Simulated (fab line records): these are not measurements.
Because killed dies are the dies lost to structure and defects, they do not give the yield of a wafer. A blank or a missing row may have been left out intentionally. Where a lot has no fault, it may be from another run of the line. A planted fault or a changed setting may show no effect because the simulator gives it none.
fab line records ; flow n5-finfet
record: lots: 7; wafers: 19; last-day: 17
route steps=1938 shown GATE_CUT@499 PASSIVATION@1936
lots that met no fault: from a run of the same line without faults
start-h: start of the lot's first displayed wafer, in hours after the record's first day ; wait-h: hours elapsed since this lot's preceding step ; " the same as in the row above ; L1.1+2: a single row standing in for several wafers ; - no value present, or no start provided ; * or withheld: withheld ; < > ~ a bound
route shown NAME@n: names a module that has steps shown in the file, with the first one's number in the route ; usual: mean and standard deviation over wafers with no fault ; same: alike in all rows ; chamber/n: place in a boat ; sites: each site's reading ; _std_site: standard deviation across them ; _edge_site: inner sites' mean taken away from outer sites' mean ; radius-mm: for every site, how far away it sits from the centre of the wafer ; mask NAME#n: copy n ; behind: the tool/chamber that last shaped the wafer ; hold: cause of the lot's hold/its duration in hours/its outcome ; device: names the non-switching transistor (n, p or np) ; end of line: at the end of the route, the tests of the same wafers ; where a step has no rows: the recipe by itself ; killed: dies that structure and defects cost at the first sort, which is not the same as the wafer's yield ; map: a wafer's dies, marking killed ones x, the rest . and places with no die _
set.NAME: the run value of the setting; set.NAME@STEP: its run value at that earlier step ; model.NAME: the simulator's own value behind a step, which no gauge read
lots at some steps of the route; a table a step, a row a wafer
services: a tool's chamber out of use, with start hour (start-h, from the record's first day; less than 0 if before it), hours out, and reason
== steps ==
step: N5_GATE_CUT_ETCH_19
recipe: chemistry: CH3F/O2; target: SiNx; mask-material: SiO2; target-depth-a: 537; time-s: 76.7; pressure-mtorr: 30; source-w: 395; bias-w: 73; Ar_flow_sccm: 150; CH3F_flow_sccm: 30; O2_flow_sccm: 20; ion-energy-ev: 120; ends: cleared
step: N5_GATE_CUT_CUT_ETCH_53
recipe: chemistry: SF6/Cl2; target: W; mask-material: SiO2; target-depth-a: 792; pressure-mtorr: 8; icp-w: 900; bias-w: 80; SF6_flow_sccm: 40; Cl2_flow_sccm: 60; ends: cleared
step: N5_GATE_CUT_CUT_ETCH_54
recipe: chemistry: Cl2/BCl3; target: TiN; mask-material: SiO2; target-depth-a: 967; pressure-mtorr: 10; icp-w: 1000; bias-w: 126; Cl2_flow_sccm: 53.25; bcl3-flow-sccm: 21.75; Ar_flow_sccm: 25; ends: cleared
usual: drypump-motor-current-A: 5.5/0.37; etch-rf-on-time-s: 36.6/0.74; oes-product-au: 0.71/0.13; throttle-valve-pct: 22.18/0.25
lot.wafer;tool;chamber;start-h;wait-h;drypump-motor-current-A;etch-rf-on-time-s;oes-product-au;rf-hours-counter-h;throttle-valve-pct
L496.2;rie-metal-03;1;97.75;0.0;5.7;37.6;0.70;34;22.13
L496.4;rie-metal-03;1;97.75;0.0;5.7;37.6;0.70;-;22.13
L496.6;rie-metal-03;0;97.75;0.0;5.6;35.9;0.87;-;21.95
L500.1;rie-metal-02;1;117.39;0.0;5.5;37.2;0.77;20;21.93
L500.2;rie-metal-02;0;117.39;0.0;6.1;36.1;0.82;8;22.07
L500.5;rie-metal-02;1;117.39;0.0;5.5;37.3;0.77;-;21.95
L506.3;rie-metal-02;0;162.59;0.0;6.1;36.1;0.81;-;22.11
L506.4;rie-metal-02;1;162.59;0.0;5.5;37.9;0.74;-;21.97
L506.5;rie-metal-02;1;162.59;0.0;5.5;37.8;0.75;-;21.94
L509.1;rie-metal-03;0;174.86;0.0;5.6;36.5;0.83;10;21.99
L509.4;rie-metal-03;1;174.86;0.0;5.7;38.1;0.68;-;22.13
L509.5;rie-metal-03;0;174.86;0.0;5.6;36.1;0.83;-;21.98
L511.2;rie-metal-01;0;183.39;0.1;5.0;36.3;0.53;-;22.54
L511.3;rie-metal-01;0;183.39;0.1;5.0;36.1;0.53;-;22.55
L513.2;rie-metal-03;1;190.21;0.0;5.7;38.1;0.67;41;22.13
L513.3;rie-metal-03;0;190.21;0.0;5.6;36.0;0.83;-;21.99
L513.6;rie-metal-03;0;190.21;0.0;5.6;35.6;0.84;-;21.98
L516.2;rie-metal-02;0;210.15;0.0;6.1;35.5;0.79;17;22.09
L516.5;rie-metal-02;0;210.15;0.0;6.1;35.2;0.80;-;22.08
step: N5_GATE_CUT_CUT_ETCH_55
recipe: chemistry: BCl3; target: HfO2; mask-material: SiO2; target-depth-a: 32; ion-energy-ev: 30; pressure-mtorr: 5; icp-w: 450; bias-w: 18; bcl3-flow-sccm: 80
usual: drypump-motor-current-A: 5.5/0.37; oes-product-au: 0.78/0.14; throttle-valve-pct: 33.1/0.65
lot.wafer;tool;chamber;start-h;wait-h;drypump-motor-current-A;oes-product-au;rf-hours-counter-h;throttle-valve-pct
L496.2;rie-metal-03;1;97.81;0.0;5.7;0.78;34;33.1
L496.4;rie-metal-03;1;97.81;0.0;5.7;0.79;-;33.1
L496.6;rie-metal-03;0;97.81;0.0;5.7;0.97;-;33.3
L500.1;rie-metal-02;1;117.45;0.0;5.5;0.86;20;32.8
L500.2;rie-metal-02;0;117.45;0.0;6.1;0.91;8;32.0
L500.5;rie-metal-02;1;117.45;0.0;5.5;0.85;-;32.8
L506.3;rie-metal-02;0;162.64;0.0;6.1;0.88;-;32.0
L506.4;rie-metal-02;1;162.64;0.0;5.5;0.83;-;32.8
L506.5;rie-metal-02;1;162.64;0.0;5.5;0.83;-;32.8
L509.1;rie-metal-03;0;174.92;0.0;5.6;0.93;10;33.3
L509.4;rie-metal-03;1;174.92;0.0;5.7;0.77;-;33.1
L509.5;rie-metal-03;0;174.92;0.0;5.7;0.93;-;33.3
L511.2;rie-metal-01;0;183.50;0.1;5.1;0.57;-;33.8
L511.3;rie-metal-01;0;183.50;0.1;5.0;0.58;-;33.8
L513.2;rie-metal-03;1;190.27;0.0;5.6;0.77;41;33.1
L513.3;rie-metal-03;0;190.27;0.0;5.7;0.92;-;33.3
L513.6;rie-metal-03;0;190.27;0.0;5.6;0.91;-;33.3
L516.2;rie-metal-02;0;210.21;0.0;6.1;0.87;17;32.0
L516.5;rie-metal-02;0;210.21;0.0;6.1;0.87;-;32.0
step: N5_GATE_CUT_ETCH_47
recipe: chemistry: Cl2/BCl3; target: SiO2; target-depth-a: 100; pressure-mtorr: 10; icp-w: 1000; bias-w: 126; Cl2_flow_sccm: 53.25; bcl3-flow-sccm: 21.75; Ar_flow_sccm: 25
usual: drypump-motor-current-A: 5.5/0.37; oes-product-au: 0.78/0.14; throttle-valve-pct: 22.71/0.25
lot.wafer;tool;chamber;start-h;wait-h;drypump-motor-current-A;oes-product-au;rf-hours-counter-h;throttle-valve-pct
L496.2;rie-metal-03;1;97.84;0.0;5.7;0.78;34;22.63
L496.4;rie-metal-03;1;97.84;0.0;5.7;0.78;-;22.64
L496.6;rie-metal-03;0;97.84;0.0;5.6;0.96;-;22.51
L500.1;rie-metal-02;1;117.48;0.0;5.5;0.86;20;22.48
L500.2;rie-metal-02;0;117.48;0.0;6.1;0.90;8;22.64
L500.5;rie-metal-02;1;117.48;0.0;5.5;0.85;-;22.46
L506.3;rie-metal-02;0;162.67;0.0;6.1;0.89;-;22.64
L506.4;rie-metal-02;1;162.67;0.0;5.5;0.84;-;22.48
L506.5;rie-metal-02;1;162.67;0.0;5.5;0.84;-;22.48
L509.1;rie-metal-03;0;174.95;0.0;5.6;0.93;10;22.54
L509.4;rie-metal-03;1;174.95;0.0;5.7;0.77;-;22.64
L509.5;rie-metal-03;0;174.95;0.0;5.6;0.92;-;22.54
L511.2;rie-metal-01;0;183.56;0.1;5.1;0.58;-;23.08
L511.3;rie-metal-01;0;183.56;0.1;5.0;0.58;-;23.10
L513.2;rie-metal-03;1;190.30;0.0;5.6;0.76;41;22.65
L513.3;rie-metal-03;0;190.30;0.0;5.6;0.91;-;22.54
L513.6;rie-metal-03;0;190.30;0.0;5.6;0.91;-;22.52
L516.2;rie-metal-02;0;210.24;0.0;6.1;0.87;17;22.65
L516.5;rie-metal-02;0;210.24;0.0;6.1;0.87;-;22.64
step: N5_GATE_CUT_VAPOR_ETCH_48
recipe: chemistry: BCl3/Cl2; target: TiN; mode: isotropic
usual: drypump-motor-current-A: 5.5/0.37; oes-product-au: 0.78/0.14
lot.wafer;tool;chamber;start-h;wait-h;drypump-motor-current-A;oes-product-au
L496.2;rie-metal-03;1;97.87;0.0;5.6;0.79
L496.4;rie-metal-03;1;97.87;0.0;5.7;0.80
L496.6;rie-metal-03;0;97.87;0.0;5.7;0.97
L500.1;rie-metal-02;1;117.51;0.0;5.5;0.84
L500.2;rie-metal-02;0;117.51;0.0;6.1;0.91
L500.5;rie-metal-02;1;117.51;0.0;5.5;0.84
L506.3;rie-metal-02;0;162.70;0.0;6.1;0.89
L506.4;rie-metal-02;1;162.70;0.0;5.5;0.83
L506.5;rie-metal-02;1;162.70;0.0;5.5;0.83
L509.1;rie-metal-03;0;174.98;0.0;5.7;0.93
L509.4;rie-metal-03;1;174.98;0.0;5.7;0.76
L509.5;rie-metal-03;0;174.98;0.0;5.6;0.93
L511.2;rie-metal-01;0;183.62;0.1;5.0;0.58
L511.3;rie-metal-01;0;183.62;0.1;5.0;0.58
L513.2;rie-metal-03;1;190.33;0.0;5.7;0.77
L513.3;rie-metal-03;0;190.33;0.0;5.7;0.91
L513.6;rie-metal-03;0;190.33;0.0;5.7;0.92
L516.2;rie-metal-02;0;210.27;0.0;6.1;0.86
L516.5;rie-metal-02;0;210.27;0.0;6.1;0.88
step: N5_GATE_CUT_VAPOR_ETCH_49
recipe: chemistry: BCl3/Cl2; target: TiAlC; mode: isotropic
usual: drypump-motor-current-A: 5.5/0.37; oes-product-au: 0.78/0.14
lot.wafer;tool;chamber;start-h;wait-h;drypump-motor-current-A;oes-product-au
L496.2;rie-metal-03;1;97.90;0.0;5.6;0.79
L496.4;rie-metal-03;1;97.90;0.0;5.7;0.79
L496.6;rie-metal-03;0;97.90;0.0;5.7;0.97
L500.1;rie-metal-02;1;117.54;0.0;5.5;0.86
L500.2;rie-metal-02;0;117.54;0.0;6.1;0.91
L500.5;rie-metal-02;1;117.54;0.0;5.5;0.85
L506.3;rie-metal-02;0;162.73;0.0;6.1;0.89
L506.4;rie-metal-02;1;162.73;0.0;5.5;0.84
L506.5;rie-metal-02;1;162.73;0.0;5.5;0.83
L509.1;rie-metal-03;0;175.01;0.0;5.7;0.92
L509.4;rie-metal-03;1;175.01;0.0;5.6;0.77
L509.5;rie-metal-03;0;175.01;0.0;5.6;0.93
L511.2;rie-metal-01;0;183.68;0.1;5.1;0.58
L511.3;rie-metal-01;0;183.68;0.1;5.1;0.59
L513.2;rie-metal-03;1;190.36;0.0;5.7;0.77
L513.3;rie-metal-03;0;190.36;0.0;5.7;0.90
L513.6;rie-metal-03;0;190.36;0.0;5.6;0.91
L516.2;rie-metal-02;0;210.30;0.0;6.1;0.87
L516.5;rie-metal-02;0;210.30;0.0;6.1;0.87
step: N5_GATE_CUT_VAPOR_ETCH_51
recipe: chemistry: BCl3/Cl2; target: HfO2; mode: isotropic
step: N5_GATE_CUT_STRIP_21
recipe: chemistry: N2/H2; time-s: 30; power-w: 1000; temp-c: 250; pressure-mtorr: withheld; n2-flow-sccm: 1750; h2-flow-sccm: 3250
step: N5_GATE_CUT_STRIP_29
recipe: chemistry: post-etch-residue-remover; time-s: 60; temp-c: 25; remover-ph: withheld; remover-water-wt-pct: withheld; remover-fluoride-wt-pct: withheld
step: N5_GATE_CUT_SRD_52
recipe: dry: ipa-marangoni; time-s: 30; temp-c: 23; rinse-liquid: diw
step: N5_GATE_CUT_ALD_22
recipe: material: SiNx; target-thk-a: 160; temp-c: 400; ald-precursor-family: SiH2I2; ald-co-reactant: N2/H2-plasma; pulse-time-s: 1; ald-cycles: 320; purge-time-s: 2; co-reactant-purge-time-s: 2; pressure-torr: 2
step: N5_GATE_CUT_CMP_23
recipe: stop-on: SiO2; t-overpolish-s: 23.4; post-cmp-clean: alkaline-brush; down-force-psi: 2.5; platen-rpm: 51.8; pad-velocity-m-s: 1.0307; target-thk-nm: 16
usual: edge-zone-pressure-frac: 0.999/0.005; motor-current-A: 9.2/0.87; overpolish-run-s: 23.400/0.0082; pad-life-wafers: 1122/490; slurry-filter-dp-kPa: 13.51/0.13; time-to-endpoint-s: 19/3.1
lot.wafer;tool;chamber;start-h;wait-h;edge-zone-pressure-frac;motor-current-A;overpolish-run-s;pad-life-wafers;slurry-filter-dp-kPa;time-to-endpoint-s
L496.4;cmp-03;0;99.66;0.8;1.004;8.1;23.397;979;13.45;15
L496.2;cmp-03;1;99.66;0.8;0.997;10.9;23.393;980;13.70;16
L496.6;cmp-03;3;99.66;0.8;0.989;8.5;23.406;-;13.66;15
L500.2;cmp-03;2;119.34;0.8;0.990;9.5;23.395;1142;13.44;18
L500.1;cmp-03;3;119.34;0.8;0.998;8.4;23.394;1143;13.50;13
L500.5;cmp-03;1;119.34;0.8;0.993;10.9;23.414;-;13.33;17
L506.4;cmp-02;3;164.76;0.8;1.004;8.0;23.389;55;13.30;24
L506.3;cmp-02;0;164.76;0.8;0.992;8.6;23.404;56;13.46;19
L506.5;cmp-02;2;164.76;0.8;0.994;10.0;23.403;-;13.38;23
L509.1;cmp-01;1;176.73;0.8;0.994;9.4;23.396;1056;13.45;21
L509.4;cmp-01;3;176.73;0.8;1.004;8.9;23.394;1058;13.55;22
L509.5;cmp-01;2;176.73;0.8;1.009;9.3;23.384;-;13.23;18
L511.3;cmp-01;2;185.53;0.8;1.006;9.8;23.397;1088;13.52;38
L511.2;cmp-01;3;185.53;0.8;0.996;9.2;23.396;1089;13.43;19
L513.2;cmp-01;0;192.69;0.8;0.996;8.7;23.397;1146;13.44;23
L513.3;cmp-01;3;192.69;0.8;0.998;9.4;23.418;1149;13.61;42
L513.6;cmp-01;1;192.69;0.8;1.009;9.8;23.406;-;13.35;23
L516.2;cmp-01;0;212.10;0.8;1.009;9.0;23.390;1268;13.49;22
L516.5;cmp-01;3;212.10;0.8;1.002;9.3;23.376;-;13.36;42
step: N5_GATE_CUT_THK_MEAS_24
recipe: reads: SiO2_of_GATE_CUT_HM_DEP_46+SiO2_flowable_of_ILD0_FCVD_FILL_01
usual: GC_FILL_THK: 218.6/2
lot.wafer;tool;chamber;start-h;wait-h;GC_FILL_THK[nm]
L496.2;film-metro-02;-;99.92;-;215.8
L496.4;film-metro-02;-;99.92;-;218.2
L496.6;film-metro-02;-;99.92;-;215.8
L500.1;film-metro-02;-;119.56;-;220.7
L500.2;film-metro-02;-;119.56;-;216.9
L500.5;film-metro-02;-;119.56;-;219.8
L506.3;film-metro-01;-;165.02;-;219.9
L506.4;film-metro-01;-;165.02;-;219.7
L506.5;film-metro-01;-;165.02;-;218.7
L509.1;film-metro-02;-;177.03;-;221.2
L509.4;film-metro-02;-;177.03;-;221.6
L509.5;film-metro-02;-;177.03;-;221.3
L511.2;film-metro-02;-;185.75;-;218.3
L511.3;film-metro-02;-;185.75;-;218.9
L513.2;film-metro-02;-;192.98;-;218.9
L513.3;film-metro-02;-;192.98;-;217.6
L513.6;film-metro-02;-;192.98;-;222.1
L516.2;film-metro-01;-;212.32;-;219.8
L516.5;film-metro-01;-;212.32;-;220.9
step: N5_PASSIVATION_PROBE_49
usual: killed_at_M0_to_M3: 33/11; killed_at_M4_up: 13/5.2; killed-at-contacts: 11/5.7; killed-at-front-end: 39/11; killed-at-other: 4/3; killed-dies: 101/20; killed-open: 66/15; killed-short: 33/8.4
same: gross-dies: 1180; killed-at-back-side: 0
lot.wafer;tool;chamber;start-h;wait-h;killed_at_M0_to_M3;killed_at_M4_up;killed-at-contacts;killed-at-front-end;killed-at-other;killed-dies;killed-open;killed-short
L496.2;prober-01;-;287.56;0.1;38;14;10;26;7;95;67;26
L496.4;prober-01;-;287.66;0.2;32;14;10;36;10;102;58;43
L496.6;prober-01;-;287.76;0.3;36;13;16;38;1;104;64;36
L500.1;prober-01;-;319.97;0.0;30;20;18;37;3;108;74;31
L500.2;prober-01;-;320.02;0.1;32;15;9;40;2;98;53;43
L500.5;prober-01;-;320.17;0.2;32;14;11;32;2;91;59;31
L506.3;prober-01;-;342.53;0.1;39;16;19;58;5;137;98;38
L506.4;prober-01;-;342.58;0.2;29;18;7;52;0;106;77;28
L506.5;prober-01;-;342.63;0.2;42;28;12;72;3;157;104;53
L509.1;prober-01;-;354.10;0.0;52;10;17;50;4;133;95;38
L509.4;prober-01;-;354.25;0.2;48;11;13;26;1;99;64;34
L509.5;prober-01;-;354.30;0.2;40;13;6;39;3;101;68;33
L513.2;prober-01;-;378.59;0.1;31;12;11;35;2;91;62;29
L513.3;prober-01;-;378.64;0.1;22;18;9;33;2;84;51;32
L513.6;prober-01;-;378.79;0.3;32;11;12;49;2;106;62;35
L511.2;prober-02;-;385.98;0.1;13;16;14;41;6;90;53;37
L511.3;prober-02;-;386.03;0.1;26;15;8;39;7;95;55;39
L516.2;prober-02;-;410.65;0.1;25;11;19;40;3;98;71;25
L516.5;prober-02;-;410.80;0.2;27;13;16;15;9;80;60;19
killed by level:class
L496.2 BEOL_M3:geometric-particle:open=14 BEOL_M2:geometric-particle:open=8 BEOL_M0_SAQP:geometric-particle:open=7 BEOL_M4:geometric-particle:open=7 MOL_CONTACT_COAG:geometric-particle:open=7 FIN_SAQP:geometric-particle:open=6 BEOL_M0_SAQP:geometric-particle:short=5 DUMMY_GATE:geometric-particle:open=3
L496.4 BEOL_M4:geometric-particle:open=8 FIN_SAQP:geometric-particle:short=7 MOL_CONTACT_COAG:geometric-particle:open=7 BEOL_M2:geometric-particle:open=7 FIN_SAQP:geometric-particle:open=6 STI_FIN_REVEAL:geometric-particle:open=6 BEOL_M0_SAQP:geometric-particle:short=6 BEOL_M1:geometric-particle:open=5
L496.6 MOL_CONTACT_COAG:geometric-particle:open=12 STI_FIN_REVEAL:geometric-particle:open=9 BEOL_M1:geometric-particle:open=8 BEOL_M0_SAQP:geometric-particle:short=8 BEOL_M2:geometric-particle:open=6 ILD0:geometric-particle:open=5 BEOL_M4:geometric-particle:open=5 GATE_CUT:geometric-particle:short=4
L500.1 BEOL_M4:geometric-particle:open=15 MOL_CONTACT_COAG:geometric-particle:open=14 BEOL_M3:geometric-particle:open=9 FIN_SAQP:geometric-particle:open=7 BEOL_M0_SAQP:geometric-particle:short=6 ILD0:geometric-particle:open=5 GATE_CUT:geometric-particle:short=5 FIN_SAQP:geometric-particle:short=4
L500.2 GATE_CUT:geometric-particle:short=13 FIN_SAQP:geometric-particle:open=9 BEOL_M3:geometric-particle:open=9 MOL_CONTACT_COAG:geometric-particle:open=7 BEOL_M0_SAQP:geometric-particle:short=7 DUMMY_GATE:geometric-particle:short=4 BEOL_M0_SAQP:geometric-particle:open=4 BEOL_M1:geometric-particle:short=4
L500.5 GATE_CUT:geometric-particle:short=9 BEOL_M2:geometric-particle:open=9 MOL_CONTACT_COAG:geometric-particle:open=8 BEOL_M1:geometric-particle:open=7 BEOL_M4:geometric-particle:open=7 GATE_CUT:geometric-particle:open=5 BEOL_M3:geometric-particle:open=5 BEOL_M0_SAQP:geometric-particle:short=3
L506.3 STI_FIN_REVEAL:geometric-particle:open=31 MOL_CONTACT_COAG:geometric-particle:open=14 BEOL_M3:geometric-particle:open=12 BEOL_M2:geometric-particle:open=9 STI_FIN_REVEAL:geometric-particle:short=8 BEOL_M4:geometric-particle:open=8 FIN_SAQP:geometric-particle:short=6 BEOL_M3:geometric-particle:short=6
L506.4 STI_FIN_REVEAL:geometric-particle:open=19 BEOL_M3:geometric-particle:open=10 FIN_SAQP:geometric-particle:open=9 BEOL_M0_SAQP:geometric-particle:open=9 FIN_SAQP:geometric-particle:short=8 BEOL_M0_SAQP:geometric-particle:short=7 MOL_CONTACT_COAG:geometric-particle:open=5 BEOL_M4:geometric-particle:open=5
L506.5 STI_FIN_REVEAL:geometric-particle:open=29 BEOL_M4:geometric-particle:open=16 BEOL_M0_SAQP:geometric-particle:short=11 BEOL_M1:geometric-particle:open=11 GATE_CUT:geometric-particle:short=10 FIN_SAQP:geometric-particle:open=9 MOL_CONTACT_COAG:geometric-particle:open=9 FIN_SAQP:geometric-particle:short=8
L509.1 BEOL_M0_SAQP:geometric-particle:open=15 STI_FIN_REVEAL:geometric-particle:open=14 MOL_CONTACT_COAG:geometric-particle:open=13 FIN_SAQP:geometric-particle:short=9 BEOL_M2:geometric-particle:open=9 BEOL_M3:geometric-particle:open=9 GATE_CUT:geometric-particle:open=7 BEOL_M1:geometric-particle:open=7
L509.4 MOL_CONTACT_COAG:geometric-particle:open=13 BEOL_M0_SAQP:geometric-particle:short=12 BEOL_M0_SAQP:geometric-particle:open=9 BEOL_M3:geometric-particle:open=8 BEOL_M4:geometric-particle:open=7 BEOL_M1:geometric-particle:open=6 BEOL_M2:geometric-particle:open=5 FIN_SAQP:geometric-particle:short=4
L509.5 BEOL_M3:geometric-particle:open=13 FIN_SAQP:geometric-particle:open=8 GATE_CUT:geometric-particle:open=6 MOL_CONTACT_COAG:geometric-particle:open=6 BEOL_M0_SAQP:geometric-particle:open=6 BEOL_M4:geometric-particle:open=6 BEOL_M2:geometric-particle:short=5 GATE_CUT:geometric-particle:short=5
L513.2 FIN_SAQP:geometric-particle:short=11 BEOL_M2:geometric-particle:open=11 FIN_SAQP:geometric-particle:open=9 BEOL_M0_SAQP:geometric-particle:open=7 STI_FIN_REVEAL:geometric-particle:open=6 MOL_CONTACT_COAG:geometric-particle:open=6 MOL_CONTACT_COAG:geometric-particle:short=5 BEOL_M1:geometric-particle:open=5
L513.3 FIN_SAQP:geometric-particle:short=9 FIN_SAQP:geometric-particle:open=9 BEOL_M2:geometric-particle:open=8 MOL_CONTACT_COAG:geometric-particle:open=7 BEOL_M4:geometric-particle:open=7 GATE_CUT:geometric-particle:short=4 BEOL_M0_SAQP:geometric-particle:open=4 BEOL_M0_SAQP:geometric-particle:short=3
L513.6 STI_FIN_REVEAL:geometric-particle:open=12 MOL_CONTACT_COAG:geometric-particle:open=10 HKMG_FIN:area-etch=9 FIN_SAQP:geometric-particle:short=8 BEOL_M0_SAQP:geometric-particle:short=7 BEOL_M3:geometric-particle:open=6 BEOL_M0_SAQP:geometric-particle:open=6 FIN_SAQP:geometric-particle:open=5
L511.2 FIN_SAQP:geometric-particle:short=12 STI_FIN_REVEAL:geometric-particle:open=12 MOL_CONTACT_COAG:geometric-particle:open=10 FIN_SAQP:geometric-particle:open=5 BEOL_M5:geometric-particle:open=5 BEOL_M4:geometric-particle:short=4 GATE_CUT:geometric-particle:short=4 MOL_CONTACT_COAG:geometric-particle:short=4
L511.3 FIN_SAQP:geometric-particle:short=15 FIN_SAQP:geometric-particle:open=9 BEOL_M0_SAQP:geometric-particle:short=9 BEOL_M0_SAQP:geometric-particle:open=6 MOL_CONTACT_COAG:geometric-particle:open=5 BEOL_M5:geometric-particle:open=5 BEOL_M3:geometric-particle:open=4 BEOL_M4:geometric-particle:open=4
L516.2 MOL_CONTACT_COAG:geometric-particle:open=16 STI_FIN_REVEAL:geometric-particle:open=12 BEOL_M2:geometric-particle:open=9 DUMMY_GATE:geometric-particle:open=7 ILD0:geometric-particle:open=5 BEOL_M4:geometric-particle:open=4 STARTING-WAFER:geometric-particle:open=4 MOL_CONTACT_COAG:geometric-particle:short=3
L516.5 MOL_CONTACT_COAG:geometric-particle:open=14 BEOL_M1:geometric-particle:open=8 BEOL_M0_SAQP:geometric-particle:open=7 STI_FIN_REVEAL:geometric-particle:open=5 BEOL_M2:geometric-particle:open=5 DUMMY_GATE:geometric-particle:open=3 BEOL_M0_SAQP:geometric-particle:short=3 BEOL_M4:geometric-particle:open=3
== services ==
tool;chamber;start-h;hours;kind
rie-metal-03;1;79.41;17.3;repair
rie-metal-03;0;85.81;3.8;repair
cmp-01;-;117.98;0.6;repair
cmp-01;-;124.82;5.8;repair
cmp-02;-;139.49;4.0;pm
cmp-02;-;143.49;-;consumable-replace:conditioner
cmp-02;-;143.49;-;consumable-replace:pad
cmp-02;-;143.49;11.0;pm
rie-metal-01;1;144.96;112.8;repair
cmp-01;-;162.61;1.0;repair
rie-metal-03;1;165.66;1.4;repair
cmp-01;-;173.77;0.7;repair
cmp-01;-;177.34;6.2;pm
rie-metal-01;-;188.23;0.6;repair
cmp-01;-;198.41;2.6;repair
== key ==
first-sign: step: N5_GATE_CUT_CMP_23; reading: time-to-endpoint-s; direction: up; sigmas: 6.9; usual: *; struck: *
effect none on later readings
met-at N5_GATE_CUT_CMP_23
struck-wafers L511.3,L513.3,L516.5
tester-left-out L511,L513,L516
onset-between 176.73 185.53
fault: kind: process-parameter-drift; tool: cmp-01; chamber: -; onset-h: 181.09; steps: N5_GATE_CUT_CMP_23; channel: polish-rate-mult; offset: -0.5; shape: step; end-h: 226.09; scope: struck-wafers-only
tester-left-out: of these lots the tester's yield and bins aren't shown, on N5 and GAA mostly nor the transistor test; their killed dies are dies lost to structure and defects alone, not to doping, threshold or leakage, so they don't give the yield
